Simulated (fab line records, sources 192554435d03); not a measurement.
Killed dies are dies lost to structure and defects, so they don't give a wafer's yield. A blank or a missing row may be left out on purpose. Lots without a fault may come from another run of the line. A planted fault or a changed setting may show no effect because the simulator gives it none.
Split-lot experiment | flow n5_finfet | 7 lots, 21 wafers read, on a route of 1938 steps

THE SPLIT
At N5_WELL_APT_COAT_19 (resist thk 950 nm), the setting spin_rpm was moved away from the recipe's 1357 rpm on 10 of the 21 wafers read, by -8.1% to +4.4%. The other wafers ran this setting at the recipe's value.

The reading is taken at the split's own step.

THE READING
coat_of_WELL_APT_COAT_19.thk_nm (the simulator's own value, which no gauge read), in nm, at N5_WELL_APT_COAT_19 (resist thk 950 nm). The file gives no usual value for it. The 11 wafers here that ran the recipe average 949.8 nm, standard deviation 2.2 nm.

wafer  | tool, chamber at the split | spin_rpm as run, rpm | against the recipe | coat_of_WELL_APT_COAT_19.thk_nm, nm | against lot-mates on the recipe
L074.1 | litho_track-04, 0          | 1247                 | -8.1%              | 986.6                               | +41.7
L074.2 | litho_track-04, 0          | 1357                 | recipe             | 944.9                               | -
L074.6 | litho_track-04, 0          | 1247                 | -8.1%              | 989.5                               | +44.6
L075.1 | litho_track-05, 0          | 1357                 | recipe             | 947.7                               | -
L075.3 | litho_track-05, 0          | 1357                 | recipe             | 949                                 | -
L075.4 | litho_track-05, 0          | 1357                 | recipe             | 950.2                               | -
L084.1 | litho_track-05, 0          | 1301                 | -4.1%              | 968.6                               | +20.6
L084.3 | litho_track-05, 0          | 1357                 | recipe             | 948                                 | -
L084.5 | litho_track-05, 0          | 1301                 | -4.1%              | 970                                 | +22.0
L088.1 | litho_track-03, 0          | 1417                 | +4.4%              | 933.5                               | -18.0
L088.2 | litho_track-03, 0          | 1357                 | recipe             | 951.5                               | -
L088.5 | litho_track-03, 0          | 1417                 | +4.4%              | 932.7                               | -18.8
L089.1 | litho_track-04, 0          | 1357                 | recipe             | 952.9                               | -
L089.2 | litho_track-04, 0          | 1357                 | recipe             | 951.3                               | -
L089.6 | litho_track-04, 0          | 1357                 | recipe             | 951.9                               | -
L091.1 | litho_track-05, 0          | 1254                 | -7.6%              | 988.4                               | +37.9
L091.4 | litho_track-05, 0          | 1357                 | recipe             | 950.5                               | -
L091.6 | litho_track-05, 0          | 1254                 | -7.6%              | 988.1                               | +37.6
L095.1 | litho_track-03, 0          | 1309                 | -3.5%              | 966.4                               | +16.1
L095.3 | litho_track-03, 0          | 1357                 | recipe             | 950.3                               | -
L095.5 | litho_track-03, 0          | 1309                 | -3.5%              | 968.3                               | +18.0

THE FIT
A straight line over all 21 wafers: coat_of_WELL_APT_COAT_19.thk_nm changes by -4.65 nm for each +1% of spin_rpm; r = -0.99; the points scatter about the line by 2.3 nm.
The same after taking each lot's own level away (the mean of its wafers on the recipe; 21 wafers): -4.95 nm for each +1%; r = -1.00; scatter 1.6 nm.
On that fit, the largest move of spin_rpm shifts the reading by 40 nm.
The lots' own levels span 944.90 to 952.03 nm, that is 3.3 times the standard deviation above.
So the lot-to-lot level changes the slope little: the two slopes agree.
Check: with one of the wafers moved furthest among these (-8.1%) left out of the fit, the line predicts +40.6 nm for it against its lot-mates. It came out at +41.7 nm against them.

THE FILE'S OWN FIT
coat_of_WELL_APT_COAT_19.thk_nm changes by -5.02 nm for each +1% of spin_rpm, r = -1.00.
